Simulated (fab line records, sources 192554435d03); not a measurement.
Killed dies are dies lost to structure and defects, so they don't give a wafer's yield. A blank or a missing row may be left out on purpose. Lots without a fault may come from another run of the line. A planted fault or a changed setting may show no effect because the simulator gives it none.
fab line records | flow n5_finfet
record lots=24 wafers=72 last_day=17
route steps=1938 shown BEOL_M8@1386 BEOL_M9@1422 BEOL_M10@1486
lots that met no fault: from a run of the same line without faults
start_h: hours from the record's first day to the start of the lot's first wafer shown | wait_h: hours since the lot's step before | " the same as in the row above | L1.1+2: a row that stands for several wafers | - no value, or no start given | * or withheld: withheld | < > ~ a bound
route shown NAME@n: a module of which the file shows steps, and the number in the route of the first | usual: mean/standard deviation of fault-free wafers | same: alike in all rows | chamber/n: place in a boat | sites: the reading at each site | _std_site: their standard deviation | _edge_site: outer sites' mean less inner sites' | radius_mm: how far each site lies from the wafer's centre | mask NAME#n: copy n | behind: the tool/chamber that last shaped the wafer | hold: why the lot was held/for how many hours/how that ended | device: the transistor (n, p or np) that didn't switch | end of line: the same wafers' tests at the end of the route | a step without rows: its recipe alone | killed: dies lost to structure and defects at the first sort, not the wafer's yield | map: a wafer's dies, x killed, . not, _ none there
set.NAME: the setting as run; set.NAME@STEP: as run at that earlier step | model.NAME: the simulator's own value behind a step, which no gauge read
steps of the route over a sample of lots; a table a step, a row a wafer
services: from which hour (start_h, from the record's first day; less than 0 if before it) a tool's chamber was out of use, for how many hours, and why
## steps
# step N5_BEOL_M8_CURE_75
# recipe temp_c=370 time_s=120 ambient=DMADMS/He material=SiCOH_lowk
# usual lamp_power_pct=52.31/0.055 wafer_temp_C_max=371.6/0.53
# columns lot.wafer tool chamber start_h wait_h lamp_power_pct wafer_temp_C_max
L074.1 uv_cure-03 1 202.57 0.0 52.29 371.1
L074.3 " 1 " " 52.33 371.9
L074.6 " 1 " " 52.33 371.6
L075.1 uv_cure-02 0 202.97 0.1 52.32 372.1
L075.4 " 0 " " 52.38 372.3
L075.5 " 0 " " 52.27 371.8
L076.2 uv_cure-03 0 211.31 0.2 52.28 371.1
L076.3 " 0 " " 52.29 371.0
L076.6 " 0 " " 52.27 371.3
L077.3 uv_cure-03 0 220.55 0.5 52.42 371.0
L077.4 " 0 " " 52.29 370.9
L077.6 " 0 " " 52.28 371.4
L078.1 uv_cure-03 1 229.36 0.0 52.41 371.2
L078.3 " 1 " " 52.35 370.9
L078.5 " 1 " " 52.23 371.0
L079.1 uv_cure-02 2 236.69 0.0 52.32 373.3
L079.5 " 2 " " 52.29 372.4
L079.6 " 2 " " 52.25 372.9
L080.1 uv_cure-02 1 240.08 0.0 52.26 371.4
L080.4 " 1 " " 52.30 371.7
L080.6 " 1 " " 52.16 372.5
L081.4 uv_cure-02 2 256.26 0.4 52.37 371.4
L081.5 " 2 " " 52.25 372.7
L081.6 " 2 " " 52.37 371.8
L082.2 uv_cure-01 0 256.65 0.6 52.25 371.4
L082.3 " 0 " " 52.35 371.3
L082.6 " 0 " " 52.27 371.2
L083.1 uv_cure-03 0 263.31 0.2 52.29 372.1
L083.2 " 0 " " 52.30 371.6
L083.4 " 0 " " 52.36 371.7
L086.2 uv_cure-01 2 266.05 0.1 52.35 372.2
L086.3 " 2 " " 52.23 372.1
L086.5 " 2 " " 52.33 372.2
L085.2 uv_cure-03 0 269.30 0.1 52.34 371.6
L085.3 " 0 " " 52.25 371.9
L085.4 " 0 " " 52.34 371.6
L084.1 uv_cure-03 0 270.45 0.0 52.33 371.3
L084.2 " 0 " " 52.33 372.0
L084.3 " 0 " " 52.21 371.4
L087.2 uv_cure-03 1 278.34 0.1 52.39 370.9
L087.3 " 1 " " 52.37 370.8
L087.6 " 1 " " 52.45 371.3
L089.3 uv_cure-03 2 289.36 0.1 52.31 371.5
L089.5 " 2 " " 52.31 371.7
L089.6 " 2 " " 52.29 371.2
L088.1 uv_cure-02 2 291.45 0.0 52.35 371.9
L088.3 " 2 " " 52.42 372.7
L088.4 " 2 " " 52.24 372.3
L091.2 uv_cure-01 0 294.86 0.1 52.41 370.7
L091.5 " 0 " " 52.31 371.4
L091.6 " 0 " " 52.32 371.4
L092.1 uv_cure-03 2 300.42 0.0 52.33 371.9
L092.4 " 2 " " 52.37 371.0
L092.6 " 2 " " 52.26 371.1
L090.2 uv_cure-02 1 301.74 0.1 52.26 371.0
L090.5 " 1 " " 52.18 371.5
L090.6 " 1 " " 52.29 371.3
L094.1 uv_cure-03 1 332.84 0.0 52.36 371.3
L094.2 " 1 " " 52.35 371.0
L094.6 " 1 " " 52.37 371.3
L093.3 uv_cure-02 1 332.99 0.1 52.34 372.7
L093.4 " 1 " " 52.33 371.6
L093.6 " 1 " " 52.31 371.4
L097.1 uv_cure-01 1 333.24 0.0 52.38 372.0
L097.2 " 1 " " 52.35 372.5
L097.5 " 1 " " 52.36 371.8
L095.1 uv_cure-03 0 333.29 0.0 52.29 371.3
L095.2 " 0 " " 52.35 371.1
L095.4 " 0 " " 52.32 371.6
L096.2 uv_cure-02 1 333.39 0.1 52.43 371.1
L096.4 " 1 " " 52.27 371.5
L096.5 " 1 " " 52.27 371.2
# step N5_BEOL_M8_DEP_56
# recipe material=SiCN target_thk_a=100 temp_c=withheld precursor=3MS/NH3 pressure_torr=3 rf_w=202 time_s=17.5
# usual showerhead_plenum_p_Torr=3.667/0.013 throttle_valve_pct=9.0/0.33
# columns lot.wafer tool chamber start_h wait_h showerhead_plenum_p_Torr since_wet_clean_h throttle_valve_pct
L074.1 pecvd-02 0 204.39 0.0 3.673 1271 8.7
L074.3 " 1 " " 3.670 1996 8.7
L074.6 " 0 " " 3.676 - 8.6
L075.1 pecvd-04 0 206.66 0.0 3.671 729 8.9
L075.4 " 0 " " 3.675 - 9.3
L075.5 " 0 " " 3.667 - 9.2
L076.2 pecvd-04 0 213.35 0.0 3.672 736 8.9
L076.3 " 0 " " 3.667 - 9.2
L076.6 " 1 " " 3.654 - 9.1
L077.3 pecvd-02 0 223.26 0.0 3.675 1290 9.2
L077.4 " 2 " " 3.678 - 9.4
L077.6 " 1 " " 3.646 - 8.9
L078.1 pecvd-04 1 232.91 0.0 3.651 1481 9.4
L078.3 " 0 " " 3.679 - 9.1
L078.5 " 1 " " 3.660 - 9.1
L079.1 pecvd-03 1 239.99 0.0 3.664 1850 8.9
L079.5 " 0 " " 3.650 - 9.5
L079.6 " 2 " " 3.694 - 8.8
L080.1 pecvd-03 1 243.76 0.0 3.664 1854 9.0
L080.4 " 1 " " 3.664 - 8.9
L080.6 " 0 " " 3.649 - 9.4
L081.4 pecvd-02 1 258.29 0.0 3.644 - 8.6
L081.5 " 2 " " 3.678 - 9.2
L081.6 " 0 " " 3.672 - 9.0
L082.2 pecvd-04 0 258.68 0.0 3.657 781 8.8
L082.3 " 1 " " 3.655 1506 9.3
L082.6 " 0 " " 3.674 - 8.9
L083.1 pecvd-03 1 266.42 0.0 3.660 1877 9.1
L083.2 " 2 " " 3.684 398 9.0
L083.4 " 2 " " 3.681 - 8.9
L086.2 pecvd-02 0 268.51 0.0 3.678 1335 8.9
L086.3 " 1 " " 3.656 2060 8.4
L086.5 " 1 " " 3.652 - 8.9
L085.2 pecvd-04 1 272.48 0.0 3.649 1520 9.1
L085.3 " 2 " " 3.663 38 8.2
L085.4 " 1 " " 3.654 - 9.2
L084.1 pecvd-03 2 272.93 0.0 3.683 404 9.0
L084.2 " 0 " " 3.651 1158 9.4
L084.3 " 0 " " 3.645 - 9.4
L087.2 pecvd-02 2 280.54 0.0 3.679 593 9.5
L087.3 " 1 " " 3.660 2072 8.9
L087.6 " 1 " " 3.656 - 8.7
L089.3 pecvd-03 2 291.39 0.0 3.686 423 9.1
L089.5 " 1 " " 3.677 - 9.0
L089.6 " 2 " " 3.681 - 8.9
L088.1 pecvd-03 2 294.41 0.0 3.689 426 8.9
L088.3 " 1 " " 3.665 1905 8.9
L088.4 " 0 " " 3.648 - 9.0
L091.2 pecvd-02 0 296.82 0.0 3.669 1363 9.0
L091.5 " 0 " " 3.674 - 8.8
L091.6 " 1 " " 3.662 - 8.8
L092.1 pecvd-03 1 302.59 0.0 3.676 1913 9.0
L092.4 " 1 " " 3.672 - 8.9
L092.6 " 2 " " 3.687 - 9.0
L090.2 pecvd-03 2 306.39 0.0 3.687 438 9.1
L090.5 " 1 " " 3.668 - 9.2
L090.6 " 2 " " 3.682 - 9.1
L094.1 pecvd-02 2 335.70 0.0 3.675 648 9.5
L094.2 " 1 " " 3.646 2127 8.7
L094.6 " 0 " " 3.682 - 9.1
L093.3 pecvd-02 2 335.82 0.0 3.677 648 9.6
L093.4 " 0 " " 3.676 - 8.9
L093.6 " 2 " " 3.679 - 9.6
L097.1 pecvd-04 2 336.07 0.0 3.672 102 8.1
L097.2 " 1 " " 3.649 1584 9.2
L097.5 " 1 " " 3.649 - 9.3
L095.1 pecvd-04 0 336.51 0.0 3.677 859 9.1
L095.2 " 1 " " 3.650 1584 9.5
L095.4 " 1 " " 3.645 - 9.2
L096.2 pecvd-02 1 336.56 0.0 3.654 2128 9.1
L096.4 " 2 " " 3.677 - 9.4
L096.5 " 0 " " 3.676 - 8.9
# step N5_BEOL_M9_HM_OPEN_17
# recipe chemistry=Cl2/BCl3 target_depth_a=200 overetch_a=60 target=TiN mask_material=SOC ion_energy_ev=150 pressure_mtorr=10 icp_w=1000 bias_w=126 Cl2_flow_sccm=53.25 bcl3_flow_sccm=21.75 Ar_flow_sccm=25
# usual chamber_pressure_mTorr=10.000/0.0084 drypump_motor_current_A=6.00/0.22 oes_ar_750_au=0.82/0.11 oes_product_au=0.70/0.094 throttle_valve_pct=22.21/0.14
# columns lot.wafer tool chamber start_h wait_h chamber_pressure_mTorr drypump_motor_current_A oes_ar_750_au oes_product_au rf_hours_counter_h throttle_valve_pct
L074.1 rie_metal-03 1 207.38 0.0 9.996 6.17 0.83 0.71 24 22.01
L074.3 " 1 " " 10.004 6.15 0.84 0.71 - 22.02
L074.6 " 1 " " 9.997 6.14 0.84 0.71 - 22.02
L075.1 rie_metal-03 1 209.38 0.0 10.010 6.18 0.84 0.70 24 22.04
L075.4 " 1 " " 9.993 6.17 0.84 0.71 - 22.03
L075.5 " 1 " " 10.005 6.17 0.84 0.71 - 22.02
L076.2 rie_metal-01 1 215.77 0.0 10.011 5.74 0.63 0.54 100 22.16
L076.3 " 1 " " 9.992 5.74 0.63 0.54 - 22.16
L076.6 " 0 " " 10.003 6.40 0.77 0.65 - 22.23
L077.3 rie_metal-01 0 224.88 0.1 9.994 6.43 0.77 0.64 - 22.21
L077.4 " 1 " " 9.985 5.72 0.63 0.54 - 22.16
L077.6 " 1 " " 9.988 5.72 0.62 0.54 - 22.16
L078.1 rie_metal-03 1 236.21 0.0 10.002 6.10 0.82 0.70 29 22.03
L078.3 " 0 " " 10.011 5.80 1.02 0.87 - 22.36
L078.5 " 1 " " 10.007 6.15 0.82 0.70 - 22.03
L079.1 rie_metal-02 0 242.89 0.0 9.993 6.09 0.99 0.86 0 22.34
L079.5 " 0 " " 10.001 6.11 0.98 0.85 - 22.33
L079.6 " 1 " " 10.002 5.82 0.72 0.62 - 22.21
L080.1 rie_metal-03 1 248.25 0.0 9.994 6.13 0.82 0.70 30 22.04
L080.4 " 1 " " 9.992 6.16 0.82 0.69 - 22.03
L080.6 " 1 " " 9.992 6.16 0.83 0.70 - 22.04
L081.4 rie_metal-02 1 261.59 0.1 9.996 5.82 0.70 0.61 - 22.21
L081.5 " 0 " " 9.994 6.12 0.94 0.82 - 22.36
L081.6 " 1 " " 9.996 5.82 0.72 0.61 - 22.21
L082.2 rie_metal-01 0 261.89 0.0 10.009 6.39 0.76 0.64 46 22.22
L082.3 " 0 " " 10.006 6.42 0.76 0.65 - 22.21
L082.6 " 0 " " 9.980 6.41 0.75 0.65 - 22.22
L083.1 rie_metal-03 1 268.98 0.0 9.999 6.13 0.82 0.69 32 22.04
L083.2 " 0 " " 10.017 5.80 0.97 0.83 3 22.36
L083.4 " 0 " " 10.000 5.80 0.97 0.82 - 22.37
L086.2 rie_metal-02 1 270.75 0.0 9.996 5.83 0.71 0.61 64 22.21
L086.3 " 0 " " 9.992 6.09 0.94 0.81 - 22.35
L086.5 " 0 " " 9.985 6.07 0.94 0.82 - 22.35
L085.2 rie_metal-02 0 275.73 0.0 10.006 6.10 0.93 0.82 3 22.32
L085.3 " 0 " " 9.984 6.12 0.93 0.82 - 22.34
L085.4 " 1 " " 9.992 5.81 0.71 0.62 - 22.21
L084.1 rie_metal-03 1 276.28 0.0 10.010 6.14 0.81 0.69 32 22.02
L084.2 " 0 " " 10.005 5.80 0.95 0.81 3 22.36
L084.3 " 1 " " 9.998 6.19 0.82 0.69 - 22.03
L087.2 rie_metal-03 1 284.37 0.0 10.002 6.15 0.81 0.69 33 22.04
L087.3 " 0 " " 10.014 5.78 0.95 0.81 - 22.36
L087.6 " 0 " " 9.993 5.78 0.95 0.81 - 22.36
L089.3 rie_metal-03 0 295.40 0.1 10.004 5.76 0.95 0.80 - 22.36
L089.5 " 1 " " 9.997 6.14 0.81 0.70 - 22.02
L089.6 " 0 " " 10.014 5.78 0.94 0.81 - 22.34
L088.1 rie_metal-02 1 296.64 0.0 9.991 5.82 0.70 0.62 66 22.20
L088.3 " 1 " " 9.995 5.80 0.71 0.61 - 22.23
L088.4 " 0 " " 10.004 6.10 0.91 0.80 - 22.36
L091.2 rie_metal-03 0 300.55 0.0 9.994 5.78 0.94 0.80 5 22.38
L091.5 " 1 " " 9.994 6.13 0.81 0.68 - 22.04
L091.6 " 0 " " 10.001 5.79 0.94 0.80 - 22.37
L092.1 rie_metal-01 0 306.59 0.0 10.016 6.38 0.75 0.63 50 22.24
L092.4 " 0 " " 10.005 6.39 0.75 0.63 - 22.23
L092.6 " 0 " " 9.994 6.38 0.75 0.62 - 22.23
L090.2 rie_metal-03 0 311.48 0.0 9.999 5.80 0.94 0.79 6 22.37
L090.5 " 0 " " 9.991 5.77 0.94 0.80 - 22.36
L090.6 " 1 " " 10.008 6.15 0.81 0.68 - 22.04
L094.1 rie_metal-01 0 337.38 0.0 9.986 6.36 0.74 0.63 52 22.26
L094.2 " 1 " " 10.000 5.72 0.61 0.53 110 22.19
L094.6 " 0 " " 10.011 6.40 0.75 0.62 - 22.24
L097.1 rie_metal-03 0 339.65 0.0 10.009 5.77 0.92 0.78 9 22.36
L097.2 " 1 " " 10.015 6.12 0.80 0.67 38 22.04
L097.5 " 0 " " 9.993 5.78 0.91 0.78 - 22.38
L093.3 rie_metal-03 0 340.00 0.1 9.995 5.79 0.91 0.78 - 22.38
L093.4 " 1 " " 10.003 6.11 0.79 0.67 - 22.05
L093.6 " 0 " " 10.010 5.80 0.91 0.78 - 22.38
L095.1 rie_metal-02 1 340.01 0.0 9.997 5.84 0.70 0.60 71 22.25
L095.2 " 0 " " 9.994 6.08 0.89 0.77 9 22.36
L095.4 " 0 " " 10.005 6.09 0.89 0.77 - 22.37
L096.2 rie_metal-03 0 340.23 0.0 10.004 5.79 0.91 0.78 9 22.36
L096.4 " 0 " " 10.006 5.78 0.91 0.78 - 22.37
L096.5 " 0 " " 9.998 5.80 0.91 0.77 - 22.41
# step N5_BEOL_M9_SPUTTER_48
# recipe material=Cu target_thk_a=120 temp_c=-20 bias_v=60 power_w=26000 chamber_pressure_pa=0.13 time_s=2
# usual chuck_gas_flow_sccm=1.26/0.053 substrate_temp_c=-20.00/0.11 throttle_valve_pct=30.0/0.43
# columns lot.wafer tool chamber start_h wait_h chuck_gas_flow_sccm substrate_temp_c throttle_valve_pct
L074.1 pvd_sputter-03 - 211.86 0.1 1.32 -19.83 29.8
L074.3 " - " " 1.26 -20.05 30.2
L074.6 " - " " 1.34 -20.11 30.5
L075.1 pvd_sputter-02 - 212.12 0.1 1.22 -20.01 30.3
L075.4 " - " " 1.21 -20.00 30.7
L075.5 " - " " 1.26 -20.06 29.2
L076.2 pvd_sputter-01 - 218.53 0.1 1.23 -19.91 29.6
L076.3 " - " " 1.25 -20.11 30.6
L076.6 " - " " 1.29 -19.83 29.7
L077.3 pvd_sputter-01 - 229.54 0.1 1.14 -20.02 29.9
L077.4 " - " " 1.21 -19.96 29.5
L077.6 " - " " 1.34 -20.00 30.8
L078.1 pvd_sputter-01 - 239.29 0.1 1.16 -19.92 29.8
L078.3 " - " " 1.27 -19.92 29.3
L078.5 " - " " 1.22 -20.00 30.0
L079.1 pvd_sputter-02 - 248.56 0.1 1.25 -19.95 29.6
L079.5 " - " " 1.22 -20.16 29.3
L079.6 " - " " 1.21 -20.13 30.5
L080.1 pvd_sputter-03 - 251.19 0.1 1.25 -20.11 29.6
L080.4 " - " " 1.28 -20.00 29.6
L080.6 " - " " 1.26 -19.94 29.7
L081.4 pvd_sputter-03 - 264.30 0.1 1.13 -20.02 30.4
L081.5 " - " " 1.35 -20.09 29.8
L081.6 " - " " 1.22 -19.91 29.7
L082.2 pvd_sputter-01 - 266.43 1.8 1.25 -20.01 29.8
L082.3 " - " " 1.19 -19.90 29.7
L082.6 " - " " 1.36 -20.03 29.9
L083.1 pvd_sputter-03 - 272.23 0.1 1.36 -19.92 29.7
L083.2 " - " " 1.27 -20.01 30.5
L083.4 " - " " 1.18 -19.97 30.3
L086.2 pvd_sputter-03 - 274.89 0.1 1.34 -20.17 29.8
L086.3 " - " " 1.27 -20.11 30.4
L086.5 " - " " 1.30 -20.12 30.2
L084.1 pvd_sputter-03 - 280.07 0.3 1.30 -20.22 29.9
L084.2 " - " " 1.23 -19.86 29.9
L084.3 " - " " 1.23 -19.99 29.4
L085.2 pvd_sputter-03 - 280.43 0.1 1.24 -19.79 30.1
L085.3 " - " " 1.21 -20.07 29.7
L085.4 " - " " 1.30 -19.99 30.5
L087.2 pvd_sputter-02 - 288.42 0.2 1.21 -19.95 30.1
L087.3 " - " " 1.30 -20.07 29.6
L087.6 " - " " 1.17 -20.04 29.2
L089.3 pvd_sputter-02 - 298.94 0.1 1.26 -19.99 30.7
L089.5 " - " " 1.24 -20.27 29.8
L089.6 " - " " 1.26 -19.80 30.1
L088.1 pvd_sputter-01 - 300.87 0.1 1.16 -20.04 30.0
L088.3 " - " " 1.21 -19.97 29.4
L088.4 " - " " 1.26 -19.88 30.8
L091.2 pvd_sputter-01 - 305.81 0.1 1.24 -19.79 29.6
L091.5 " - " " 1.29 -19.82 29.8
L091.6 " - " " 1.28 -20.01 30.8
L092.1 pvd_sputter-03 - 314.59 1.4 1.30 -19.99 30.4
L092.4 " - " " 1.23 -20.16 30.2
L092.6 " - " " 1.28 -19.97 30.7
L090.2 pvd_sputter-01 - 316.45 0.1 1.19 -19.88 29.8
L090.5 " - " " 1.19 -20.19 29.8
L090.6 " - " " 1.29 -19.95 30.8
L094.1 pvd_sputter-02 - 340.08 0.2 1.37 -20.03 30.8
L094.2 " - " " 1.25 -19.86 30.4
L094.6 " - " " 1.29 -19.97 30.6
L096.2 pvd_sputter-01 - 344.95 0.2 1.32 -20.28 29.8
L096.4 " - " " 1.25 -19.93 30.7
L096.5 " - " " 1.26 -19.94 29.9
L097.1 pvd_sputter-01 - 345.03 0.1 1.29 -19.98 29.9
L097.2 " - " " 1.24 -20.00 29.8
L097.5 " - " " 1.30 -20.02 29.6
L093.3 pvd_sputter-01 - 345.15 0.2 1.31 -20.07 29.6
L093.4 " - " " 1.29 -19.72 29.8
L093.6 " - " " 1.23 -20.17 30.2
L095.1 pvd_sputter-01 - 345.41 0.1 1.24 -20.13 30.0
L095.2 " - " " 1.29 -20.05 29.9
L095.4 " - " " 1.37 -20.07 29.7
# step N5_BEOL_M9_THK_MEAS_53
# recipe thk_meas_gauge=xrf reads=Cu_of_BEOL_M9_ECD_50
# usual M9_THK=142.2/2.7
# columns lot.wafer tool chamber start_h wait_h M9_THK[nm]
L074.1 film_metro-02 - 212.68 - 139.7
L074.3 " - " " 142.5
L074.6 " - " " 143.1
L075.1 film_metro-01 - 212.93 - 140.9
L075.4 " - " " 142.4
L075.5 " - " " 143.8
L076.2 film_metro-02 - 219.38 - 142.9
L076.3 " - " " 142.0
L076.6 " - " " 142.9
L077.3 film_metro-01 - 231.33 - 144.9
L077.4 " - " " 145.2
L077.6 " - " " 143.2
L078.1 film_metro-01 - 240.11 - 142.9
L078.3 " - " " 140.5
L078.5 " - " " 140.6
L079.1 film_metro-01 - 249.44 - 142.3
L079.5 " - " " 146.2
L079.6 " - " " 148.6
L080.1 film_metro-02 - 252.01 - 143.6
L080.4 " - " " 140.8
L080.6 " - " " 140.0
L081.4 film_metro-02 - 266.58 - 142.2
L081.5 " - " " 147.8
L081.6 " - " " 142.7
L082.2 film_metro-02 - 267.26 - 145.9
L082.3 " - " " 143.7
L082.6 " - " " 142.3
L083.1 film_metro-02 - 273.13 - 141.4
L083.2 " - " " 143.9
L083.4 " - " " 141.0
L086.2 film_metro-01 - 275.71 - 144.3
L086.3 " - " " 145.4
L086.5 " - " " 141.7
L084.1 film_metro-02 - 280.89 - 142.7
L084.2 " - " " 139.4
L084.3 " - " " 141.0
L085.2 film_metro-02 - 281.25 - 137.5
L085.3 " - " " 141.9
L085.4 " - " " 137.8
L087.2 film_metro-02 - 289.95 - 141.8
L087.3 " - " " 142.7
L087.6 " - " " 143.7
L089.3 film_metro-02 - 300.03 - 144.2
L089.5 " - " " 142.3
L089.6 " - " " 141.0
L088.1 film_metro-01 - 301.80 - 145.6
L088.3 " - " " 142.6
L088.4 " - " " 142.7
L091.2 film_metro-02 - 306.64 - 140.3
L091.5 " - " " 144.2
L091.6 " - " " 141.3
L092.1 film_metro-02 - 315.41 - 141.5
L092.4 " - " " 138.3
L092.6 " - " " 141.2
L090.2 film_metro-02 - 317.49 - 145.2
L090.5 " - " " 144.3
L090.6 " - " " 146.0
L094.1 film_metro-02 - 341.71 - 142.1
L094.2 " - " " 139.0
L094.6 " - " " 143.2
L096.2 film_metro-01 - 345.77 - 137.1
L096.4 " - " " 138.7
L096.5 " - " " 137.2
L097.1 film_metro-02 - 345.85 - 144.4
L097.2 " - " " 140.7
L097.5 " - " " 142.7
L093.3 film_metro-01 - 346.05 - 143.2
L093.4 " - " " 139.2
L093.6 " - " " 138.0
L095.1 film_metro-02 - 346.39 - 141.1
L095.2 " - " " 141.0
L095.4 " - " " 141.9
# step N5_BEOL_M10_DESCUM_16
# recipe chemistry=O2 time_s=7.9 source_power_w=50 bias_power_w=20 pressure_mtorr=20 rf_frequency_hz=2.712e+07 temp_c=40 resist=CAR-ArF o2_flow_sccm=225
# usual chamber_pressure_mTorr=19.998/0.018 drypump_motor_current_A=5.6/0.54 oes_product_au=0.83/0.08 rf_vpp_V=243.3/1.2 showerhead_plenum_p_Torr=2.10/0.061 throttle_valve_pct=20.32/0.19
# columns lot.wafer tool chamber start_h wait_h chamber_pressure_mTorr drypump_motor_current_A oes_product_au rf_hours_counter_h rf_vpp_V showerhead_plenum_p_Torr throttle_valve_pct
L074.1 rie_diel-02 3 215.01 0.0 19.997 5.9 0.88 56 243.7 2.21 20.16
L074.3 " 1 " " 20.011 6.7 0.90 39 243.7 2.05 20.30
L074.6 " 0 " " 20.010 5.0 0.92 - 245.3 2.23 20.31
L075.1 rie_diel-02 3 215.31 0.2 19.994 5.9 0.87 56 245.6 2.21 20.17
L075.4 " 0 " " 19.964 5.0 0.93 13 245.0 2.23 20.27
L075.5 " 1 " " 20.040 6.7 0.90 - 241.8 2.05 20.29
L076.2 rie_diel-06 2 220.86 0.0 20.001 6.1 0.83 58 241.9 2.04 20.38
L076.3 " 3 " " 20.009 5.0 0.71 240 243.6 2.06 20.62
L076.6 " 3 " " 19.971 5.0 0.70 - 242.1 2.06 20.60
L077.3 rie_diel-06 2 234.07 0.6 20.032 6.1 0.83 65 241.5 2.04 20.39
L077.4 " 3 " " 20.001 5.0 0.69 247 242.4 2.06 20.62
L077.6 " 3 " " 19.963 4.9 0.69 - 242.5 2.06 20.62
L078.1 rie_diel-04 1 243.68 1.0 20.015 5.5 0.69 224 243.7 2.07 20.62
L078.3 " 0 " " 20.008 6.2 0.81 80 244.1 2.12 19.96
L078.5 " 1 " " 20.002 5.5 0.69 - 243.2 2.07 20.62
L079.1 rie_diel-02 0 251.30 0.0 19.988 5.0 0.91 15 245.9 2.23 20.28
L079.5 " 0 " " 19.999 5.0 0.92 - 244.1 2.23 20.26
L079.6 " 3 " " 20.004 5.9 0.86 - 246.5 2.21 20.16
L080.1 rie_diel-04 2 254.51 0.1 19.992 5.1 0.85 72 244.2 2.11 20.11
L080.4 " 3 " " 20.006 5.5 0.76 141 242.3 2.10 20.47
L080.6 " 3 " " 19.984 5.5 0.76 - 243.7 2.10 20.46
L081.4 rie_diel-02 1 269.53 0.0 20.005 6.7 0.89 48 241.7 2.04 20.31
L081.5 " 0 " " 19.976 5.0 0.89 - 245.0 2.22 20.29
L081.6 " 3 " " 20.009 5.9 0.87 - 246.0 2.21 20.19
L082.2 rie_diel-02 1 269.78 0.2 19.975 6.7 0.88 48 241.3 2.04 20.31
L082.3 " 3 " " 19.981 5.9 0.85 66 244.7 2.21 20.19
L082.6 " 2 " " 19.970 5.0 0.77 - 242.4 2.09 20.63
L083.1 rie_diel-02 1 275.66 0.0 20.029 6.7 0.88 50 241.0 2.04 20.32
L083.2 " 0 " " 20.046 5.0 0.90 25 245.4 2.22 20.29
L083.4 " 3 " " 20.010 5.9 0.84 68 242.5 2.21 20.20
L086.2 rie_diel-06 3 278.41 0.0 20.015 5.0 0.99 6 242.8 2.06 20.21
L086.3 " 2 " " 19.969 6.1 0.80 83 240.9 2.03 20.42
L086.5 " 2 " " 20.002 6.1 0.80 - 242.4 2.03 20.43
L084.1 rie_diel-04 2 284.47 0.3 19.994 5.1 0.83 82 243.3 2.10 20.14
L084.2 " 0 " " 20.005 6.3 0.78 96 242.8 2.11 19.98
L084.3 " 3 " " 20.012 5.5 0.75 152 244.1 2.09 20.47
L085.2 rie_diel-06 2 284.61 0.3 19.982 6.1 0.79 85 242.0 2.03 20.43
L085.3 " 1 " " 20.018 5.3 0.84 50 243.9 2.13 20.49
L085.4 " 3 " " 19.986 5.0 0.99 7 243.3 2.06 20.24
L087.2 rie_diel-04 3 291.91 0.3 20.019 5.5 0.75 156 243.6 2.09 20.49
L087.3 " 0 " " 20.011 6.3 0.79 100 244.3 2.11 20.00
L087.6 " 3 " " 20.011 5.5 0.75 - 244.0 2.09 20.50
L089.3 rie_diel-06 2 302.38 0.0 19.994 6.1 0.79 93 243.0 2.03 20.43
L089.5 " 1 " " 20.034 5.3 0.83 - 242.8 2.13 20.49
L089.6 " 2 " " 20.002 6.1 0.78 - 241.5 2.03 20.43
L088.1 rie_diel-04 1 303.17 0.0 19.987 5.5 0.68 242 243.3 2.06 20.67
L088.3 " 2 " " 20.000 5.1 0.83 91 241.2 2.10 20.15
L088.4 " 3 " " 20.003 5.5 0.75 161 243.3 2.09 20.47
L091.2 rie_diel-02 1 312.29 0.1 20.003 6.7 0.87 64 242.3 2.04 20.34
L091.5 " 2 " " 20.008 5.0 0.75 - 242.6 2.09 20.64
L091.6 " 3 " " 19.993 5.9 0.84 - 244.4 2.20 20.21
L092.1 rie_diel-06 3 316.80 0.0 19.997 5.0 0.94 22 242.0 2.05 20.24
L092.4 " 1 " " 19.989 5.3 0.83 63 244.2 2.12 20.49
L092.6 " 3 " " 19.984 5.0 0.94 - 242.5 2.05 20.26
L090.2 rie_diel-06 0 319.16 0.1 19.984 5.8 0.98 4 241.8 2.05 20.06
L090.5 " 2 " " 20.013 6.1 0.78 - 241.8 2.03 20.44
L090.6 " 3 " " 19.995 5.0 0.95 - 242.7 2.05 20.25
L094.1 rie_diel-04 0 343.94 0.0 20.004 6.2 0.77 122 243.3 2.10 20.03
L094.2 " 1 " " 20.004 5.5 0.98 1 243.3 2.06 20.27
L094.6 " 3 " " 20.003 5.5 0.74 - 243.2 2.08 20.53
L096.2 rie_diel-04 3 347.41 0.0 19.996 5.5 0.73 179 242.4 2.08 20.51
L096.4 " 2 " " 19.975 5.2 0.82 104 242.3 2.10 20.18
L096.5 " 0 " " 19.997 6.2 0.76 - 243.0 2.10 20.02
L097.1 rie_diel-02 1 347.68 0.1 20.038 6.7 0.85 76 242.2 2.04 20.35
L097.2 " 2 " " 19.976 4.9 0.74 154 244.1 2.09 20.66
L097.5 " 2 " " 20.005 4.9 0.75 - 244.9 2.09 20.64
L093.3 rie_diel-04 3 347.94 0.0 19.986 5.5 0.74 179 243.4 2.08 20.51
L093.4 " 2 " " 19.992 5.1 0.82 104 242.3 2.10 20.17
L093.6 " 2 " " 19.977 5.1 0.82 - 243.9 2.10 20.16
L095.1 rie_diel-06 0 350.00 0.2 19.988 5.8 0.94 15 243.4 2.04 20.09
L095.2 " 3 " " 19.997 4.9 0.91 36 242.4 2.05 20.27
L095.4 " 2 " " 20.028 6.1 0.77 114 242.3 2.02 20.46
## services
# columns tool chamber start_h hours kind
uv_cure-02 - 181.03 7.5 pm
pecvd-03 - 181.09 1.8 repair
rie_metal-02 1 182.26 13.6 repair
pvd_sputter-02 - 187.05 3.7 repair
uv_cure-02 - 189.49 0.9 repair
rie_diel-02 3 196.56 2.4 repair
pecvd-03 - 199.99 14.6 pm
rie_metal-03 0 201.58 16.2 repair
uv_cure-03 - 203.17 7.5 pm
rie_diel-02 - 217.41 0.9 repair
rie_metal-03 0 217.91 - clean
rie_metal-03 0 217.91 17.4 scheduled_down
rie_metal-03 0 217.91 17.4 vent_cycle
rie_diel-02 - 221.67 28.1 pm
uv_cure-01 - 243.85 1.1 repair
uv_cure-03 - 252.94 1.3 repair
uv_cure-03 - 256.09 2.8 pm
rie_diel-04 1 283.96 9.8 repair
rie_metal-02 - 290.93 2.8 pm
rie_diel-04 2 306.92 9.3 repair
uv_cure-01 - 318.88 1.0 pm
pecvd-03 - 331.52 6.0 pm
pvd_sputter-03 - 338.38 2.8 repair
uv_cure-01 - 346.81 0.7 repair
## key
fault none
